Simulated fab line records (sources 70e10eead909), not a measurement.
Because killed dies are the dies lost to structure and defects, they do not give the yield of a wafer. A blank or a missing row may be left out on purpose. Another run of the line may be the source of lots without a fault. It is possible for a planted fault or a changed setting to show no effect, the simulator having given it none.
Chamber matching / flow nand_harc / 4 sister chambers for NHARC_P_GATE_ALD_36 on ald_sin-02
The step deposits SiNx, target thk 20 nm, pulse time 60 s, ald cycles 223. 8 wafers are shown with their chamber, then 8 later ones without.

## WAFERS WITH THEIR CHAMBER
wafer=L076.1; chamber=2; heater_power_w (W)=805; precursor_pulse_height_rel=0.988
wafer=L084.1; chamber=0; heater_power_w (W)=738; precursor_pulse_height_rel=0.982
wafer=L084.2; chamber=1; heater_power_w (W)=814; precursor_pulse_height_rel=1.013
wafer=L084.6; chamber=3; heater_power_w (W)=782; precursor_pulse_height_rel=1.009
wafer=L086.1; chamber=1; heater_power_w (W)=830; precursor_pulse_height_rel=1.007
wafer=L086.2; chamber=3; heater_power_w (W)=772; precursor_pulse_height_rel=0.982
wafer=L086.4; chamber=0; heater_power_w (W)=747; precursor_pulse_height_rel=0.992
wafer=L089.2; chamber=2; heater_power_w (W)=811; precursor_pulse_height_rel=0.990

## WAFERS MISSING THEIR CHAMBER
wafer=L089.4; heater_power_w (W)=736; precursor_pulse_height_rel=0.969
wafer=L089.6; heater_power_w (W)=820; precursor_pulse_height_rel=1.036
wafer=L092.4; heater_power_w (W)=809; precursor_pulse_height_rel=1.013
wafer=L092.2; heater_power_w (W)=814; precursor_pulse_height_rel=1.030
wafer=L092.5; heater_power_w (W)=797; precursor_pulse_height_rel=1.022
wafer=L096.1; heater_power_w (W)=820; precursor_pulse_height_rel=0.990
wafer=L096.5; heater_power_w (W)=830; precursor_pulse_height_rel=1.010
wafer=L096.6; heater_power_w (W)=771; precursor_pulse_height_rel=0.979

## CHAMBER TAKEN BY EACH
wafer=L089.4; from the rows above=0; in truth=0
wafer=L089.6; from the rows above=1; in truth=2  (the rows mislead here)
wafer=L092.4; from the rows above=can't be placed: 1 or 2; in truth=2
wafer=L092.2; from the rows above=can't be placed: 1 or 2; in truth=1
wafer=L092.5; from the rows above=can't be placed: 1 or 2 or 3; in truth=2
wafer=L096.1; from the rows above=can't be placed: 2 or 1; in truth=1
wafer=L096.5; from the rows above=1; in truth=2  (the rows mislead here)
wafer=L096.6; from the rows above=3; in truth=3
Placed correctly: 2 of 8. Can't be placed from these rows: 4 (the true chamber is among the candidates in 4). Number placed wrongly: 2.
How it was worked out, from the rows above alone: a wafer's distance from a chamber is the root of the sum, over the readings, of the square of ((its reading less the chamber's mean) divided by the reading's scatter). If the next closest chamber is less than 2 further off than the closest, the wafer can't be placed; otherwise it belongs to the closest. Each chamber's mean is taken over the wafers shown for it. How the scatter is found: for the shown wafers, subtract from each reading the mean of its chamber, square and add these, divide the total by (wafers less chambers), then take the root.
